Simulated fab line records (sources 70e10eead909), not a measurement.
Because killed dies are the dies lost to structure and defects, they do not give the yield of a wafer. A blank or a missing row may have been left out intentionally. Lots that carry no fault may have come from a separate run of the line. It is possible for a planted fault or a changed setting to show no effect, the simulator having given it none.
Chamber matching / flow nand-harc / NHARC_P_ZERO_WELL_DESCUM_39 on rie-diel-07 has 4 sister chambers
The step chemistry O2, time 3 s. 4 wafers are shown with their chamber, then 7 later ones without.

WAFERS PAIRED WITH THEIR CHAMBERS
wafer=L809.5; chamber=3; showerhead-plenum-p-Torr (Torr)=1.90
wafer=L811.4; chamber=2; showerhead-plenum-p-Torr (Torr)=2.06
wafer=L817.3; chamber=0; showerhead-plenum-p-Torr (Torr)=1.85
wafer=L817.4; chamber=1; showerhead-plenum-p-Torr (Torr)=1.82

WAFERS WHOSE CHAMBER IS MISSING
wafer=L817.5; showerhead-plenum-p-Torr (Torr)=1.82
wafer=L819.1; showerhead-plenum-p-Torr (Torr)=1.89
wafer=L819.2; showerhead-plenum-p-Torr (Torr)=2.06
wafer=L819.6; showerhead-plenum-p-Torr (Torr)=1.89
wafer=L822.1; showerhead-plenum-p-Torr (Torr)=1.89
wafer=L822.3; showerhead-plenum-p-Torr (Torr)=2.05
wafer=L822.4; showerhead-plenum-p-Torr (Torr)=1.82

THE CHAMBER EACH PASSED THROUGH
wafer=L817.5; from the rows above=1; in truth=1
wafer=L819.1; from the rows above=3; in truth=3
wafer=L819.2; from the rows above=2; in truth=2
wafer=L819.6; from the rows above=3; in truth=3
wafer=L822.1; from the rows above=3; in truth=3
wafer=L822.3; from the rows above=2; in truth=2
wafer=L822.4; from the rows above=1; in truth=1
7 of 7 placed correctly. Left unplaced by these rows: 0. Number placed wrongly: 0.
How it was worked out, from the rows above alone: a wafer's distance from a chamber is the root of the sum, over the readings, of the square of ((its reading less the chamber's mean) divided by the reading's scatter). If the next closest chamber is less than 2 further off than the closest, the wafer can't be placed; otherwise it belongs to the closest. For every chamber, the mean is computed from those of its wafers that are shown. The scatter: with one shown wafer a chamber, the root of the mean of the squares of how far each hidden wafer lies from its nearest shown one.
